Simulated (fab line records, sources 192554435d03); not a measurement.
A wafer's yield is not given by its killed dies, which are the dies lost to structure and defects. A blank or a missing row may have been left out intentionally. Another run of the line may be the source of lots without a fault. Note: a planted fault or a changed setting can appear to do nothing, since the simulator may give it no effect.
Split-lot trial :: flow n5 finfet :: 39 wafers read from 7 lots, route of 1938 steps

== SPLIT DETAILS ==
At N5_BEOL_M13_ETCH_59 (etches BARC in N2/H2, target depth 89 nm, overetch 26.7 nm, time 67.9 s), the setting time s was moved away from the recipe's 67.9 s on 15 of the 39 wafers read, by -56.0% to +56.4%. For the rest of the wafers, this setting stayed at what the recipe calls for.

== FROM THE SPLIT TO THE READING: what the file shows between them, 5 steps ==
- N5_BEOL_M13_VIA_ETCH_16: etches SiOC in C4F8/O2/Ar, target depth 921.7 nm
- N5_BEOL_M13_STRIP_63: strips in N2/H2
- N5_BEOL_M13_STRIP_64: strips in N2/H2
- N5_BEOL_M13_STRIP_71: strips in post etch residue remover, time 60 s
- N5_BEOL_M13_SRD_72: time 30 s, dry time 30 s

== THE READING ==
cd nm, in nm, at N5_BEOL_M13_CD_MEAS_17 (target cd 190 nm). Fault-free wafers of this fab line usually give 190.1 nm, standard deviation 1.9 nm.

wafer: L075.1
tool, chamber at the split: rie diel-01, 3
time s as run, s: 67.9
against the recipe: recipe
cd nm, nm: 191.4
against lot-mates on the recipe: -

wafer: L075.4
tool, chamber at the split: rie diel-01, 0
time s as run, s: 67.9
against the recipe: recipe
cd nm, nm: 192.7
against lot-mates on the recipe: -

wafer: L075.5
tool, chamber at the split: rie diel-01, 3
time s as run, s: 67.9
against the recipe: recipe
cd nm, nm: 187.6
against lot-mates on the recipe: -

wafer: L077.1
tool, chamber at the split: rie diel-03, 1
time s as run, s: 67.9
against the recipe: recipe
cd nm, nm: 190.2
against lot-mates on the recipe: -

wafer: L077.2
tool, chamber at the split: rie diel-03, 2
time s as run, s: 56.92
against the recipe: -16.2%
cd nm, nm: 186.9
against lot-mates on the recipe: -5.1

wafer: L077.3
tool, chamber at the split: rie diel-03, 3
time s as run, s: 67.9
against the recipe: recipe
cd nm, nm: 193.6
against lot-mates on the recipe: -

wafer: L077.4
tool, chamber at the split: rie diel-03, 0
time s as run, s: 56.92
against the recipe: -16.2%
cd nm, nm: 191.6
against lot-mates on the recipe: -0.4

wafer: L077.5
tool, chamber at the split: rie diel-03, 2
time s as run, s: 56.92
against the recipe: -16.2%
cd nm, nm: 190.0
against lot-mates on the recipe: -2.0

wafer: L077.6
tool, chamber at the split: rie diel-03, 3
time s as run, s: 67.9
against the recipe: recipe
cd nm, nm: 192.1
against lot-mates on the recipe: -

wafer: L078.1
tool, chamber at the split: rie diel-04, 1
time s as run, s: 67.9
against the recipe: recipe
cd nm, nm: 190.8
against lot-mates on the recipe: -

wafer: L078.2
tool, chamber at the split: rie diel-04, 2
time s as run, s: 67.9
against the recipe: recipe
cd nm, nm: 191.5
against lot-mates on the recipe: -

wafer: L078.3
tool, chamber at the split: rie diel-04, 0
time s as run, s: 67.9
against the recipe: recipe
cd nm, nm: 192.4
against lot-mates on the recipe: -

wafer: L078.4
tool, chamber at the split: rie diel-04, 3
time s as run, s: 67.9
against the recipe: recipe
cd nm, nm: 190.7
against lot-mates on the recipe: -

wafer: L078.5
tool, chamber at the split: rie diel-04, 3
time s as run, s: 67.9
against the recipe: recipe
cd nm, nm: 192.9
against lot-mates on the recipe: -

wafer: L078.6
tool, chamber at the split: rie diel-04, 2
time s as run, s: 67.9
against the recipe: recipe
cd nm, nm: 191.9
against lot-mates on the recipe: -

wafer: L079.1
tool, chamber at the split: rie diel-03, 2
time s as run, s: 106.2
against the recipe: +56.4%
cd nm, nm: 196.2
against lot-mates on the recipe: +4.5

wafer: L079.2
tool, chamber at the split: rie diel-03, 3
time s as run, s: 67.9
against the recipe: recipe
cd nm, nm: 192.0
against lot-mates on the recipe: -

wafer: L079.3
tool, chamber at the split: rie diel-03, 1
time s as run, s: 106.2
against the recipe: +56.4%
cd nm, nm: 195.7
against lot-mates on the recipe: +4.0

wafer: L079.4
tool, chamber at the split: rie diel-03, 0
time s as run, s: 67.9
against the recipe: recipe
cd nm, nm: 192.8
against lot-mates on the recipe: -

wafer: L079.5
tool, chamber at the split: rie diel-03, 1
time s as run, s: 106.2
against the recipe: +56.4%
cd nm, nm: 198.0
against lot-mates on the recipe: +6.3

wafer: L079.6
tool, chamber at the split: rie diel-03, 2
time s as run, s: 67.9
against the recipe: recipe
cd nm, nm: 190.3
against lot-mates on the recipe: -

wafer: L085.1
tool, chamber at the split: rie diel-01, 0
time s as run, s: 67.9
against the recipe: recipe
cd nm, nm: 190.7
against lot-mates on the recipe: -

wafer: L085.2
tool, chamber at the split: rie diel-01, 2
time s as run, s: 31.21
against the recipe: -54.0%
cd nm, nm: 183.4
against lot-mates on the recipe: -6.6

wafer: L085.3
tool, chamber at the split: rie diel-01, 3
time s as run, s: 67.9
against the recipe: recipe
cd nm, nm: 189.4
against lot-mates on the recipe: -

wafer: L085.4
tool, chamber at the split: rie diel-01, 1
time s as run, s: 67.9
against the recipe: recipe
cd nm, nm: 189.9
against lot-mates on the recipe: -

wafer: L085.5
tool, chamber at the split: rie diel-01, 3
time s as run, s: 31.21
against the recipe: -54.0%
cd nm, nm: 182.4
against lot-mates on the recipe: -7.6

wafer: L085.6
tool, chamber at the split: rie diel-01, 0
time s as run, s: 31.21
against the recipe: -54.0%
cd nm, nm: 185.0
against lot-mates on the recipe: -5.0

wafer: L088.1
tool, chamber at the split: rie diel-04, 2
time s as run, s: 67.9
against the recipe: recipe
cd nm, nm: 191.1
against lot-mates on the recipe: -

wafer: L088.2
tool, chamber at the split: rie diel-04, 1
time s as run, s: 67.9
against the recipe: recipe
cd nm, nm: 192.7
against lot-mates on the recipe: -

wafer: L088.3
tool, chamber at the split: rie diel-04, 3
time s as run, s: 67.9
against the recipe: recipe
cd nm, nm: 193.1
against lot-mates on the recipe: -

wafer: L088.4
tool, chamber at the split: rie diel-04, 0
time s as run, s: 29.86
against the recipe: -56.0%
cd nm, nm: 187.0
against lot-mates on the recipe: -5.3

wafer: L088.5
tool, chamber at the split: rie diel-04, 2
time s as run, s: 29.86
against the recipe: -56.0%
cd nm, nm: 184.7
against lot-mates on the recipe: -7.6

wafer: L088.6
tool, chamber at the split: rie diel-04, 1
time s as run, s: 29.86
against the recipe: -56.0%
cd nm, nm: 186.6
against lot-mates on the recipe: -5.7

wafer: L091.1
tool, chamber at the split: rie diel-01, 2
time s as run, s: 96.36
against the recipe: +41.9%
cd nm, nm: 195.8
against lot-mates on the recipe: +5.5

wafer: L091.2
tool, chamber at the split: rie diel-01, 3
time s as run, s: 67.9
against the recipe: recipe
cd nm, nm: 190.9
against lot-mates on the recipe: -

wafer: L091.3
tool, chamber at the split: rie diel-01, 0
time s as run, s: 67.9
against the recipe: recipe
cd nm, nm: 189.9
against lot-mates on the recipe: -

wafer: L091.4
tool, chamber at the split: rie diel-01, 3
time s as run, s: 67.9
against the recipe: recipe
cd nm, nm: 190.2
against lot-mates on the recipe: -

wafer: L091.5
tool, chamber at the split: rie diel-01, 2
time s as run, s: 96.36
against the recipe: +41.9%
cd nm, nm: 197.1
against lot-mates on the recipe: +6.8

wafer: L091.6
tool, chamber at the split: rie diel-01, 0
time s as run, s: 96.36
against the recipe: +41.9%
cd nm, nm: 195.5
against lot-mates on the recipe: +5.2

FIT RESULTS
A straight line over all 39 wafers: cd nm changes by +0.11 nm for each +1% of time s; r = +0.91; the points scatter about the line by 1.5 nm.
The same after taking each lot's own level away (the mean of its wafers on the recipe; 39 wafers): +0.111 nm for each +1%; r = +0.93; scatter 1.3 nm.
According to that fit, moving time s by its largest amount changes the reading by 6.3 nm.
From 190.00 to 192.30 nm: that is the span of the lots' own levels, equal to 1.2 times the standard deviation above.
So the lot-to-lot level changes the slope little: the two slopes agree.
Check: with one of the wafers moved furthest among these (+56.4%) left out of the fit, the line predicts +6.42 nm for it against its lot-mates. Against them it came out at +4.5 nm.

== THESE WAFERS: OTHER SPLITS ==
Other splits were also applied to these wafers ahead of the reading. Each is held against what the fit with the lots' levels taken away leaves over:
other split on the same wafers: N5_BEOL_M8_TRENCH_ETCH_37 time s
wafers away from the commonest value: 15
r with cd nm (lot level and that fit taken away): +0.07

== THE WHOLE CHAIN: every reading that the file lists as answering this split, in the file's order ==
step: N5_BEOL_M13_ETCH_59
what it does: etches BARC in N2/H2, target depth 89 nm, overetch 26.7 nm, time 67.9 s
reading: etch.depth nm (the simulator's own value, which no gauge read)
change (the file's fit): not straight: 50.23 at the lowest setting, 88.79 at the recipe, 88.81 at the highest
r (the file's): not given

step: N5_BEOL_M13_ETCH_59
what it does: etches BARC in N2/H2, target depth 89 nm, overetch 26.7 nm, time 67.9 s
reading: coat_of_BEOL_M13_COAT_04.thk nm (the simulator's own value, which no gauge read)
change (the file's fit): -0.66 nm for each +1% of the setting
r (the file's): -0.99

step: N5_BEOL_M13_VIA_ETCH_16
what it does: etches SiOC in C4F8/O2/Ar, target depth 921.7 nm
reading: coat_of_BEOL_M13_COAT_04.thk nm (the simulator's own value, which no gauge read)
change (the file's fit): -0.651 nm for each +1% of the setting
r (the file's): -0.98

step: N5_BEOL_M13_STRIP_63
what it does: strips in N2/H2
reading: strip time to endpoint s
change (the file's fit): withheld for each +1% of the setting
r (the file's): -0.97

step: N5_BEOL_M13_CD_MEAS_17
what it does: target cd 190 nm
reading: cd nm
change (the file's fit): +0.112 nm for each +1% of the setting
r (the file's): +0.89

== THE FILE'S OWN FIT ==
cd nm changes by +0.112 nm for each +1% of time s, r = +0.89.
